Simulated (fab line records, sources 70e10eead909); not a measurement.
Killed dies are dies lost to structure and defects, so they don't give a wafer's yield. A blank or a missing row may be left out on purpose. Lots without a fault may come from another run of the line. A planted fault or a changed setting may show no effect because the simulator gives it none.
Chamber matching | flow nand_harc | NHARC_P_GATE_ETCH_32 on rie_si-06: 4 sister chambers
The step etches the open film in HBr/Cl2, target depth 150 nm, time 100.1 s. 24 wafers are shown with their chamber, then 12 later ones without.

WAFERS WITH THEIR CHAMBER
wafer  | chamber | drypump_motor_current_A (A) | throttle_valve_pct (%) | oes_product_au (a.u.)
L075.1 | 3       | 4.9                         | 26.406                 | 1.016
L075.2 | 2       | 5.2                         | 26.414                 | 1.012
L075.3 | 1       | 5.2                         | 26.407                 | 1.006
L077.2 | 0       | 6.1                         | 26.401                 | 1.001
L077.3 | 2       | 5.3                         | 26.389                 | 1.010
L077.5 | 1       | 5.2                         | 26.418                 | 1.007
L077.1 | 1       | 5.3                         | 26.407                 | 0.997
L077.4 | 3       | 4.9                         | 26.392                 | 0.995
L077.6 | 0       | 6.0                         | 26.405                 | 1.001
L082.1 | 2       | 5.3                         | 26.402                 | 1.002
L082.2 | 1       | 5.3                         | 26.408                 | 0.997
L082.6 | 1       | 5.3                         | 26.400                 | 1.001
L083.1 | 2       | 5.3                         | 26.400                 | 1.002
L083.3 | 0       | 6.1                         | 26.408                 | 1.005
L083.5 | 2       | 5.2                         | 26.407                 | 1.005
L089.1 | 1       | 5.3                         | 26.407                 | 0.998
L089.3 | 0       | 6.1                         | 26.396                 | 0.992
L089.5 | 0       | 6.1                         | 26.403                 | 1.005
L089.2 | 2       | 5.3                         | 26.403                 | 1.012
L089.4 | 2       | 5.3                         | 26.397                 | 1.008
L089.6 | 1       | 5.3                         | 26.408                 | 0.995
L091.2 | 0       | 6.1                         | 26.402                 | 1.000
L091.4 | 2       | 5.3                         | 26.393                 | 1.010
L091.5 | 1       | 5.2                         | 26.409                 | 1.004

SIGNATURES (means of the wafers above)
reading                 | chamber 0 | chamber 1 | chamber 2 | chamber 3 | scatter within a chamber
drypump_motor_current_A | 6.083     | 5.263     | 5.275     | 4.900     | 0.0459
throttle_valve_pct      | 26.40250  | 26.40800  | 26.40062  | 26.39900  | 0.00625
oes_product_au          | 1.00067   | 1.00062   | 1.00762   | 1.00550   | 0.00548
Rule: a wafer's distance from a chamber is the root of the sum, over the readings, of the square of ((its reading less the chamber's mean) divided by the reading's scatter). The wafer belongs to the nearest chamber; if the next one is less than 2 further off, it can't be placed. The scatter: the root of (the sum of the squares of (reading less its chamber's mean) over the shown wafers, divided by (wafers less chambers)).

WAFERS WITHOUT THEIR CHAMBER
wafer  | drypump_motor_current_A (A) | throttle_valve_pct (%) | oes_product_au (a.u.)
L093.2 | 5.2                         | 26.400                 | 0.997
L093.3 | 5.3                         | 26.401                 | 1.000
L093.6 | 5.3                         | 26.405                 | 0.997
L093.1 | 4.9                         | 26.397                 | 0.979
L093.4 | 6.1                         | 26.412                 | 0.992
L093.5 | 4.9                         | 26.419                 | 0.985
L094.1 | 6.0                         | 26.417                 | 0.993
L094.2 | 4.9                         | 26.392                 | 0.992
L094.4 | 5.3                         | 26.421                 | 1.012
L096.1 | 5.3                         | 26.403                 | 1.011
L096.5 | 4.9                         | 26.391                 | 0.989
L096.6 | 6.0                         | 26.425                 | 0.994

WHICH CHAMBER EACH WENT THROUGH
wafer  | from the rows above     | in truth
L093.2 | can't be placed: 1 or 2 | 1
L093.3 | can't be placed: 1 or 2 | 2
L093.6 | can't be placed: 1 or 2 | 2
L093.1 | 3                       | 3
L093.4 | 0                       | 0
L093.5 | 3                       | 3
L094.1 | 0                       | 0
L094.2 | 3                       | 3
L094.4 | can't be placed: 1 or 2 | 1
L096.1 | can't be placed: 2 or 1 | 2
L096.5 | 3                       | 3
L096.6 | 0                       | 0
Placed correctly: 7 of 12. Can't be placed from these rows: 5 (the true chamber is among the candidates in 5). Placed wrongly: 0.
